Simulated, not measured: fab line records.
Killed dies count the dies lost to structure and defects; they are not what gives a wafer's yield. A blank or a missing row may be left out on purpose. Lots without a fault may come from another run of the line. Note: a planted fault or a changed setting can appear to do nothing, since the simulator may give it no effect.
Struck lot and sound lot, side by side ; flow n5Finfet ; 15 steps out of a route of 1938
Sound: the wafers L904.1, L904.3, L904.5. Struck: wafer L905.6 (left out: L905.2, L905.3 of the same lot, which were not struck); the cause appears at the end.
At each step with rows: each side's tool, then ch and its chambers, then its first start. Under that, the readings that differ: sound wafers ; struck wafers ; difference of the means ; sigmas: that difference in standard deviations of wafers without a fault.
alike: readings with means less than 2 such deviations apart, plus words and numbers identical on both sides. not compared: withheld readings, readings lacking a value on some wafer, bounds such as >300 that could conceal the same value, and numbers that have no deviation in the record and whose values overlap.
The two part at a step that has a row with sigmas, a row that says differs or no value, or rows on one side only. When numbers do not overlap yet have no deviation, they are printed without sigmas and do not part them. A reading missing from all wafers of one side parts the sides only when that side holds two or more wafers.

N5_DUMMY_GATE_ETCH_23: etches poly-Si in HBr/Cl2/O2, target depth 41 nm, time 22.3 s.
  sound on rieSi-05 ch 1,2, day 4 06:37; struck on rieSi-05 ch 0, day 4 14:40
  alike: drypumpMotorCurrentA, oes_o_777_au, oesProductAu, throttleValvePct
  not compared: rfHoursCounterH
N5_DUMMY_GATE_ETCH_44: etches poly-Si in HBr/O2, stops on SiO2, target depth 127.5 nm.
  sound on rieSi-05 ch 1,2, day 4 06:40; struck on rieSi-05 ch 0, day 4 14:43
  alike: drypumpMotorCurrentA, oesProductAu, throttleValvePct
  not compared: rfHoursCounterH
N5_DUMMY_GATE_CD_MEAS_24: the cd target is 15 nm.
  sound on cdSem-01 at day 4 06:46; struck on cdSem-02 at day 4 14:50
  alike: cdNm
N5_DUMMY_GATE_ETCH_42: etches SiO2 in CHF3/O2, target depth 3.5 nm, time 31 s.
  sound on rieDiel-06 ch 0,1,2, day 4 06:51; struck on rieDiel-04 ch 2, day 4 14:53
reading;sound;struck;difference;sigmas
CHF3_flow_sccm (sccm);50.13 49.84 49.87;50.25;+0.30;+2
  alike: drypumpMotorCurrentA, oes_o_777_au, oesProductAu, rfVppV, showerheadPlenumPTorr, throttleValvePct
  not compared: rfHoursCounterH
N5_DUMMY_GATE_STRIP_48: strips in N2/H2, time 20 s.
  sound on rieDiel-06 ch 0,1,2, day 4 06:54; struck on rieDiel-04 ch 2, day 4 14:56
  alike: drypumpMotorCurrentA, oesProductAu, rfVppV, showerheadPlenumPTorr, throttleValvePct
  not compared: rfHoursCounterH
then, 5 steps without rows for these wafers: N5_DUMMY_GATE_PRECLEAN_33 (cleans in dHF, time 10 s); N5_DUMMY_GATE_PRECLEAN_25 (cleans in O3/DIW, time 45 s); N5_DUMMY_GATE_PRECLEAN_51 (cleans in SC2, time 45 s); N5_DUMMY_GATE_SRD_26 (time 30 s); N5_DUMMY_GATE_UV_OZONE_45 (time 120 s).
N5_DUMMY_GATE_INSPECT_27: inspects for defects (brightfield).
  sound on defectInspect-02 at day 4 07:05; struck on defectInspect-02 at day 4 15:07
  alike: rawDefectCount
then, 1 step without rows for these wafers: N5_SPACER0_ALD_07 (deposits SiNx, target thk 2 nm).
N5_SPACER0_ALD_00: deposits SiOCN, target thk 3.5 nm, pulse time 3 s, purge time 2 s.
  sound on aldSin-02 ch 0,1,3, day 4 07:16; struck on aldSin-04 ch 1, day 4 15:41
reading;sound;struck;difference;sigmas
aldCycles;58 58 58;53;-5;
model.SiOCN_of_SPACER0_ALD_00.thkNm (nm);3.4 3.4 3.6;3.2;-0.3;
  alike: heaterPowerW, precursorPulseHeightRel
N5_SPACER0_ALD_08: deposits SiNx, target thk 2 nm.
  sound on aldSin-02 ch 0,1,3, day 4 07:32; struck on aldSin-04 ch 1, day 4 15:57
  alike: heaterPowerW
-- the record jumps here: 5 days lie between the struck wafers' starts before and after (it left off in module SPACER0 and takes up again in module BEOL_M4, whose first step shown is number 1111 of the route) --
N5_BEOL_M4_RC_MEAS_101:
  sound on prober-02 ch 0, day 9 09:36; struck on prober-02 ch 0, day 9 16:24
  alike: DIBL_N, DIBL_P, IOFF_N, IOFF_P, ION_N, ION_P, SS_N, SS_P, VT_N, VT_P

WHERE THEY PART
Only at N5_DUMMY_GATE_ETCH_42, as far as this record shows. Later steps at which nothing parts them and some readings are alike: N5_DUMMY_GATE_STRIP_48, N5_DUMMY_GATE_INSPECT_27, N5_SPACER0_ALD_00, N5_SPACER0_ALD_08, N5_BEOL_M4_RC_MEAS_101.

WHY: what the simulator had put in
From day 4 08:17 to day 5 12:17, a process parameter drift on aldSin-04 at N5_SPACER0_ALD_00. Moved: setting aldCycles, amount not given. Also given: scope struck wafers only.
